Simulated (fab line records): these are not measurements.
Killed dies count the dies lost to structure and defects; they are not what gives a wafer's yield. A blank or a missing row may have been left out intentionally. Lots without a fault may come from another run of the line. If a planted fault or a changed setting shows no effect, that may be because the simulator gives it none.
fab line records	flow n5-finfet
record: lots: 7	wafers: 20	last-day: 17
route steps=1938 shown BEOL_M6@1243 PASSIVATION@1936
lots that met no fault: from a run of the same line without faults
start-h: hours from the record's opening day to when the first of the lot's shown wafers began	wait-h: hours since the lot's step before	" the same as in the row above	L1.1+2: one row covering several wafers at once	- no value, or no start given	* or withheld: withheld	< > ~ a bound
route shown NAME@n: a module of which the file shows steps, and the number in the route of the first	usual: mean/standard deviation taken from wafers without a fault	same: alike in all rows	chamber/n: place in a boat	sites: each site's reading	_std_site: the standard deviation of these	_edge_site: mean of outer sites minus mean of inner sites	radius-mm: for every site, how far away it sits from the centre of the wafer	mask NAME#n: copy n	behind: tool/chamber where the wafer was last shaped	hold: cause of the lot's hold/its duration in hours/its outcome	device: the n, p or np transistor that did not switch	end of line: the tests these same wafers got at the end of their route	where a step has no rows: the recipe by itself	killed: at the first sort, the dies lost to defects and structure; wafer yield is something else	map: the dies of a wafer, with x for killed, . for not killed, _ for no die there
set.NAME: the run value of the setting; set.NAME@STEP: its run value at that earlier step	model.NAME: the simulator's own value behind a step, which no gauge read
lots seen at some steps along the route; tables by step, rows by wafer
services: the hour from which a tool's chamber was out of use, counted from the record's first day as start-h (under 0 if before that day), plus the number of hours and why
== steps ==
step: N5_BEOL_M6_HM_STRIP_39
recipe: chemistry: peroxide-tin-strip	material: TiN	target-depth-a: 250	temp-c: 50	time-s: 158
step: N5_BEOL_M6_SRD_40
recipe: time-s: 30	temp-c: 23	rinse-liquid: diw	dry: ipa-marangoni
step: N5_BEOL_M6_PRECLEAN_42
recipe: chemistry: residue-remover	time-s: 60	temp-c: 40
step: N5_BEOL_M6_SRD_43
recipe: time-s: 30	temp-c: 23	rinse-liquid: diw	dry: ipa-marangoni
step: N5_BEOL_M6_CD_MEAS_35
recipe: target-cd-nm: 40	target-cd-y-nm: 28	polarity: opening
usual: cd-nm: 39.8/0.8
lot.wafer	tool	chamber	start-h	wait-h	cd-nm
L977.3	cd-sem-02	-	185.01	0.0	39.7
L977.5	"	-	"	"	39.6
L977.6	"	-	"	"	39.3
L982.1	cd-sem-03	-	209.61	0.0	42.3
L982.4	"	-	"	"	42.5
L982.5	"	-	"	"	39.8
L983.1	cd-sem-01	-	216.21	0.0	39.3
L983.4	"	-	"	"	39.3
L983.5	"	-	"	"	40.4
L990.1	cd-sem-03	-	263.88	0.0	40.0
L990.2	"	-	"	"	40.3
L989.1	cd-sem-02	-	267.35	0.0	39.8
L989.3	"	-	"	"	41.4
L989.5	"	-	"	"	39.7
L991.2	cd-sem-02	-	287.72	0.0	39.7
L991.3	"	-	"	"	39.5
L991.4	"	-	"	"	39.0
L999.1	cd-sem-01	-	317.62	0.0	39.9
L999.2	"	-	"	"	40.1
L999.3	"	-	"	"	39.5
step: N5_BEOL_M6_CURE_75
recipe: temp-c: 370	time-s: 120	ambient: DMADMS/He	material: SiCOH_lowk
step: N5_BEOL_M6_DEGAS_44
recipe: ambient: vacuum	temp-c: 250	time-s: 60
usual: heater-power-w: 330/23
lot.wafer	tool	chamber	start-h	wait-h	heater-power-w
L977.3	pvd-sputter-01	-	186.83	1.6	356
L977.5	"	-	"	"	312
L977.6	"	-	"	"	354
L982.1	pvd-sputter-01	-	210.01	0.3	343
L982.4	"	-	"	"	303
L982.5	"	-	"	"	338
L983.1	pvd-sputter-03	-	216.87	0.5	343
L983.4	"	-	"	"	354
L983.5	"	-	"	"	349
L990.1	pvd-sputter-01	-	264.35	0.4	306
L990.2	"	-	"	"	310
L989.1	pvd-sputter-03	-	268.26	0.8	317
L989.3	"	-	"	"	328
L989.5	"	-	"	"	329
L991.2	pvd-sputter-01	-	289.01	1.1	312
L991.3	"	-	"	"	351
L991.4	"	-	"	"	295
L999.1	pvd-sputter-03	-	318.13	0.4	319
L999.2	"	-	"	"	323
L999.3	"	-	"	"	339
step: N5_BEOL_M6_PRE_CLEAN_45
recipe: gas: H2/He	time-s: 30	temp-c: 250
usual: heater-power-w: 330/23
lot.wafer	tool	chamber	start-h	wait-h	heater-power-w
L977.3	pvd-sputter-01	-	186.87	0.0	361
L977.5	"	-	"	"	310
L977.6	"	-	"	"	351
L982.1	pvd-sputter-01	-	210.05	0.0	349
L982.4	"	-	"	"	303
L982.5	"	-	"	"	345
L983.1	pvd-sputter-03	-	216.91	0.0	337
L983.4	"	-	"	"	358
L983.5	"	-	"	"	349
L990.1	pvd-sputter-01	-	264.39	0.0	298
L990.2	"	-	"	"	318
L989.1	pvd-sputter-03	-	268.30	0.0	327
L989.3	"	-	"	"	326
L989.5	"	-	"	"	321
L991.2	pvd-sputter-01	-	289.05	0.0	306
L991.3	"	-	"	"	360
L991.4	"	-	"	"	308
L999.1	pvd-sputter-03	-	318.17	0.0	327
L999.2	"	-	"	"	329
L999.3	"	-	"	"	351
step: N5_BEOL_M6_ALD_77
recipe: material: TaN	target-thk-a: 20	temp-c: 275	ald-precursor-family: PDMAT	ald-co-reactant: NH3	pressure-torr: 3	carrier-flow-sccm: 1500	pulse-time-s: 2	purge-time-s: 3	co-reactant-purge-time-s: 2	co-reactant-pulse-time-s: 3	ald-cycles: 40	precursor-vessel-temp-c: 75	precursor-vessel-pressure-torr: 26.25	precursor-vessel-carrier-sccm: 1000
usual: chamber-pressure-Torr: 3.001/0.0065	heater-power-w: 414/26
same: pulse-time-s: 2
lot.wafer	tool	chamber	start-h	wait-h	chamber-pressure-Torr	heater-power-w	since-wet-clean-h
L977.3	ald-metal-02	0	186.93	0.0	3.007	457	6004
L977.5	"	0	"	"	3.004	465	-
L977.6	"	1	"	"	3.003	406	-
L982.1	ald-metal-04	0	210.13	0.1	2.989	420	4488
L982.4	"	1	"	"	3.003	409	4488
L982.5	"	0	"	"	2.992	423	-
L983.1	ald-metal-02	2	216.97	0.0	2.990	448	6034
L983.4	"	3	"	"	3.014	400	6034
L983.5	"	2	"	"	2.996	443	-
L990.1	ald-metal-02	3	264.45	0.0	3.011	412	6081
L990.2	"	2	"	"	3.006	449	6081
L989.1	ald-metal-02	0	268.37	0.0	3.017	462	6085
L989.3	"	1	"	"	3.005	399	6085
L989.5	"	3	"	"	2.998	416	-
L991.2	ald-metal-02	3	289.11	0.0	3.006	422	6106
L991.3	"	2	"	"	2.987	440	6106
L991.4	"	0	"	"	3.001	446	6106
L999.1	ald-metal-01	1	318.23	0.0	3.006	401	3058
L999.2	"	3	"	"	3.012	398	3058
L999.3	"	2	"	"	2.994	417	3058
step: N5_BEOL_M6_SURFACE_TREAT_79
recipe: gas: Ar	time-s: *	ion-energy-ev: *	ion-current-ma-cm2: 0.5	pressure-mtorr: *	ar-flow-sccm: 30
usual: pressure-mtorr: *	throttle-valve-pct: *
lot.wafer	tool	chamber	start-h	wait-h	pressure-mtorr	throttle-valve-pct
L977.3	pvd-sputter-01	-	187.53	0.5	*	*
L977.5	"	-	"	"	*	*
L977.6	"	-	"	"	*	*
L982.1	pvd-sputter-01	-	210.45	0.2	*	*
L982.4	"	-	"	"	*	*
L982.5	"	-	"	"	*	*
L983.1	pvd-sputter-01	-	217.27	0.2	*	*
L983.4	"	-	"	"	*	*
L983.5	"	-	"	"	*	*
L990.1	pvd-sputter-03	-	264.73	0.2	*	*
L990.2	"	-	"	"	*	*
L989.1	pvd-sputter-01	-	268.65	0.2	*	*
L989.3	"	-	"	"	*	*
L989.5	"	-	"	"	*	*
L991.2	pvd-sputter-02	-	289.42	0.2	*	*
L991.3	"	-	"	"	*	*
L991.4	"	-	"	"	*	*
L999.1	pvd-sputter-03	-	318.57	0.2	*	*
L999.2	"	-	"	"	*	*
L999.3	"	-	"	"	*	*
step: N5_BEOL_M6_CVD_78
recipe: material: Co	target-thk-a: 20	temp-c: withheld	precursor: CCTBA/H2	pressure-torr: 30	time-s: 142.3
step: N5_BEOL_M6_SPUTTER_48
recipe: material: Cu	target-thk-a: 100	temp-c: -20	bias-v: 60	power-w: 26000	chamber-pressure-pa: 0.13	time-s: 1.667
usual: cathode-dc-power-W: 26000/4.2	substrate-temp-c: -20.00/0.1	throttle-valve-pct: 29.9/0.94
lot.wafer	tool	chamber	start-h	wait-h	cathode-dc-power-W	substrate-temp-c	throttle-valve-pct
L977.3	pvd-sputter-01	-	188.29	0.4	26000	-19.96	28.9
L977.5	"	-	"	"	26007	-19.87	30.1
L977.6	"	-	"	"	25995	-20.08	28.3
L982.1	pvd-sputter-01	-	210.81	0.2	26001	-19.99	29.2
L982.4	"	-	"	"	26007	-20.01	30.5
L982.5	"	-	"	"	26000	-19.97	29.2
L983.1	pvd-sputter-03	-	217.45	0.1	25997	-20.10	31.7
L983.4	"	-	"	"	25998	-20.07	29.1
L983.5	"	-	"	"	26006	-20.12	30.5
L990.1	pvd-sputter-03	-	264.94	0.1	26012	-20.07	30.6
L990.2	"	-	"	"	26003	-20.02	30.4
L989.1	pvd-sputter-03	-	269.14	0.3	26010	-20.10	29.0
L989.3	"	-	"	"	25998	-19.91	31.8
L989.5	"	-	"	"	25996	-20.10	29.3
L991.2	pvd-sputter-02	-	289.70	0.2	26002	-20.03	30.1
L991.3	"	-	"	"	26001	-19.82	29.3
L991.4	"	-	"	"	25998	-20.07	29.3
L999.1	pvd-sputter-03	-	318.85	0.2	26000	-19.96	30.4
L999.2	"	-	"	"	26009	-20.02	30.0
L999.3	"	-	"	"	26011	-19.93	31.7
step: N5_BEOL_M6_ECD_50
recipe: material: Cu	target-thk-a: 3000
lot.wafer	tool	chamber	start-h	wait-h	model.Cu_of_BEOL_M6_ECD_50.thk-nm
L977.3	ecd-cu-01	1	188.43	0.1	302.8
L977.5	"	1	"	"	296.8
L977.6	"	0	"	"	298.4
L982.1	ecd-cu-01	0	210.92	0.1	301
L982.4	"	1	"	"	298.8
L982.5	"	0	"	"	297.4
L983.1	ecd-cu-02	1	217.56	0.1	303.6
L983.4	"	1	"	"	304.4
L983.5	"	1	"	"	298.4
L990.1	ecd-cu-01	0	265.06	0.1	478.4
L990.2	"	1	"	"	482.8
L989.1	ecd-cu-01	1	269.29	0.1	477.4
L989.3	"	1	"	"	300.6
L989.5	"	1	"	"	304
L991.2	ecd-cu-01	1	289.82	0.1	480.6
L991.3	"	0	"	"	303.2
L991.4	"	1	"	"	302.4
L999.1	ecd-cu-02	1	318.97	0.1	301.6
L999.2	"	0	"	"	295.4
L999.3	"	0	"	"	300
step: N5_BEOL_M6_ANNEAL_51
recipe: temp-c: 225	time-s: 90	ambient: N2
step: N5_BEOL_M6_CMP_52
recipe: stop-on: SiCOH_lowk	t-overpolish-s: 6.9	down-force-psi: 1	platen-rpm: 50	clearing-platen-down-force-psi: 1.5	clearing-platen-rpm: 50	post-cmp-clean: cu-alkaline	target-thk-nm: 80	clearing-platen-pad-velocity-m-s: 0.99484	pad-velocity-m-s: 0.99484
usual: motor-current-A: 6.1/0.74	time-to-endpoint-s: 64/5
lot.wafer	tool	chamber	start-h	wait-h	motor-current-A	time-to-endpoint-s
L977.3	cmp-03	3	188.87	0.2	6.1	59
L977.6	"	1	"	"	5.6	71
L977.5	"	2	"	"	5.9	63
L982.4	cmp-04	1	211.47	0.3	6.5	64
L982.1	"	0	"	"	6.3	67
L982.5	"	1	"	"	6.5	66
L983.4	cmp-02	2	218.81	0.2	6.0	64
L983.1	"	3	"	"	6.5	52
L983.5	"	2	"	"	5.6	66
L990.1	cmp-03	3	266.14	0.5	5.9	93
L990.2	"	1	"	"	5.3	111
L989.1	cmp-03	0	270.72	0.5	7.9	98
L989.3	"	2	"	"	5.9	65
L989.5	"	0	"	"	7.9	63
L991.3	cmp-03	2	290.27	0.2	5.8	65
L991.4	"	3	"	"	6.0	60
L991.2	"	0	"	"	7.8	100
L999.2	cmp-03	2	319.38	0.2	5.8	60
L999.3	"	3	"	"	6.0	58
L999.1	"	0	"	"	7.4	64
step: N5_BEOL_M6_THK_MEAS_53
recipe: thk-meas-gauge: xrf	reads: Cu_of_BEOL_M6_ECD_50
usual: M6_THK: 83/3.2
lot.wafer	tool	chamber	start-h	wait-h	M6_THK[nm]
L977.3	film-metro-02	-	189.09	-	79
L977.5	"	-	"	"	81
L977.6	"	-	"	"	81
L982.1	film-metro-01	-	211.77	-	78
L982.4	"	-	"	"	80
L982.5	"	-	"	"	87
L983.1	film-metro-02	-	219.07	-	79
L983.4	"	-	"	"	86
L983.5	"	-	"	"	83
L990.1	film-metro-02	-	266.39	-	82
L990.2	"	-	"	"	87
L989.1	film-metro-02	-	271.02	-	81
L989.3	"	-	"	"	84
L989.5	"	-	"	"	84
L991.2	film-metro-02	-	290.57	-	76
L991.3	"	-	"	"	83
L991.4	"	-	"	"	77
L999.1	film-metro-01	-	319.67	-	84
L999.2	"	-	"	"	83
L999.3	"	-	"	"	81
step: N5_PASSIVATION_PROBE_49
usual: defect-limited-yield: 91.3/1.5	killed_at_M0_to_M3: 33/12	killed_at_M4_up: 15/5.2	killed-at-contacts: 12/5.1	killed-at-front-end: 39/11	killed-at-other: 5/3.6	killed-dies: 103/18	killed-open: 67/13	killed-short: 33/7.8	sort_bin_5_function: 5.1/0.96	sort_bin_6_memory: 3.2/0.71	sort-n-pass: 1077/18	sort-yield-pct: 91.3/1.5
same: gross-dies: 1180	killed-at-back-side: 0	sort_bin_4_leakage[%]: 0	sort_bin_8_speed[%]: 0
lot.wafer	tool	chamber	start-h	wait-h	defect-limited-yield[%]	killed_at_M0_to_M3	killed_at_M4_up	killed-at-contacts	killed-at-front-end	killed-at-other	killed-dies	killed-open	killed-short	sort_bin_5_function[%]	sort_bin_6_memory[%]	sort-n-pass	sort-yield-pct[%]
L982.1	prober-01	-	286.46	0.0	89.8	60	11	7	38	4	120	81	37	6.5	3.4	1060	89.8
L982.4	prober-01	-	286.61	0.2	91.6	33	10	1	44	11	99	55	44	4.9	2.9	1081	91.6
L982.5	prober-01	-	286.66	0.2	90.6	44	7	11	42	7	111	72	36	5.9	3.1	1069	90.6
L983.1	prober-02	-	297.85	0.0	88.6	60	19	7	34	14	134	87	47	6.6	4.4	1046	88.6
L983.4	prober-02	-	298.00	0.2	90.8	32	8	17	42	10	109	62	37	5.3	3.3	1071	90.8
L983.5	prober-02	-	298.05	0.2	91.9	31	11	14	29	11	96	69	26	4.9	3.1	1084	91.9
killed by level:class
L982.1 BEOL_M2:geometric-particle:open=18 BEOL_M0_SAQP:geometric-particle:short=13 BEOL_M3:geometric-particle:open=11 BEOL_M0_SAQP:geometric-particle:open=10 STI_FIN_REVEAL:geometric-particle:open=7 GATE_CUT:geometric-particle:short=7 FIN_SAQP:geometric-particle:open=5 DUMMY_GATE:geometric-particle:open=5
L982.4 BEOL_M1:geometric-particle:open=13 GATE_CUT:geometric-particle:short=9 DUMMY_GATE:geometric-particle:open=6 GATE_CUT:geometric-particle:open=6 FIN_SAQP:geometric-particle:short=5 STI_FIN_REVEAL:geometric-particle:open=5 ILD0:geometric-particle:short=5 BEOL_M1:geometric-particle:short=5
L982.5 BEOL_M2:geometric-particle:open=17 MOL_CONTACT_COAG:geometric-particle:open=9 STI_FIN_REVEAL:geometric-particle:open=9 GATE_CUT:geometric-particle:open=7 GATE_CUT:geometric-particle:short=7 BEOL_M1:geometric-particle:open=7 BEOL_M0_SAQP:geometric-particle:open=6 BEOL_M0_SAQP:geometric-particle:short=5
L983.1 BEOL_M0_SAQP:geometric-particle:short=12 BEOL_M2:geometric-particle:open=11 BEOL_M1:geometric-particle:open=10 STI_FIN_REVEAL:geometric-particle:open=8 BEOL_M3:geometric-particle:open=8 BEOL_M4:geometric-particle:open=7 FIN_SAQP:geometric-particle:open=6 PASS1_CAP:geometric-particle:short=6
L983.4 MOL_CONTACT_COAG:geometric-particle:open=13 BEOL_M2:geometric-particle:open=10 FIN_SAQP:geometric-particle:short=9 HKMG_FIN:area-etch=8 BEOL_M1:geometric-particle:short=6 ILD0:geometric-particle:open=5 BEOL_M1:geometric-particle:open=5 ILD0:geometric-particle:short=4
L983.5 MOL_CONTACT_COAG:geometric-particle:open=10 BEOL_M2:geometric-particle:open=8 FIN_SAQP:geometric-particle:open=6 FIN_SAQP:geometric-particle:short=6 BEOL_M1:geometric-particle:open=6 BEOL_M3:geometric-particle:open=6 STI_FIN_REVEAL:geometric-particle:open=5 BEOL_M4:geometric-particle:open=5
== services ==
tool	chamber	start-h	hours	kind
ecd-cu-01	-	163.33	1.1	repair
pvd-sputter-02	-	166.21	1.9	repair
cmp-02	-	169.22	0.3	repair
cmp-02	-	180.72	4.0	pm
pvd-sputter-03	-	186.93	2.6	repair
cmp-03	-	192.54	2.2	repair
cmp-03	-	202.26	2.2	repair
cmp-02	-	206.20	2.5	repair
cmp-03	-	220.39	0.8	repair
ald-metal-02	-	230.35	14.6	pm
ald-metal-02	-	247.86	6.0	pm
ald-metal-04	0	251.33	5.2	repair
ald-metal-02	-	254.19	0.4	repair
cmp-02	-	255.23	2.4	repair
cmp-02	-	259.41	8.9	repair
ald-metal-02	-	271.66	0.2	repair
cmp-04	-	278.83	0.6	repair
cmp-02	-	280.10	1.0	repair
cmp-02	-	284.72	8.9	pm
cmp-04	-	288.10	4.0	pm
cmp-03	-	297.69	2.2	repair
pvd-sputter-01	-	301.73	2.1	repair
ecd-cu-02	-	308.09	0.5	repair
pvd-sputter-01	-	310.66	1.0	repair
== key ==
first-sign: step: N5_BEOL_M6_CMP_52	reading: time-to-endpoint-s	direction: up	sigmas: 7.3	usual: *	struck: *
effect none on later readings
model-effect: step: N5_BEOL_M6_ECD_50	value: Cu_of_BEOL_M6_ECD_50.thk-nm	without: 301.2	struck: 479.8
met-at N5_BEOL_M6_ECD_50
struck-wafers L989.1,L990.1,L990.2,L991.2
baseline-loss: step: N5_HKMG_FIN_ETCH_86	wafers: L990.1
onset-between 210.92 265.06
fault: kind: process-parameter-drift	tool: ecd-cu-01	chamber: -	onset-h: 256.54	steps: N5_BEOL_M6_ECD_50	channel: target-thk-a	offset: *	shape: step	end-h: 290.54	scope: struck-wafers-only	acts-in: *	stated: *
baseline-loss: these wafers lose ten dies or more at that step, a loss of the line's own and not of a fault; the sort's usual values leave them out
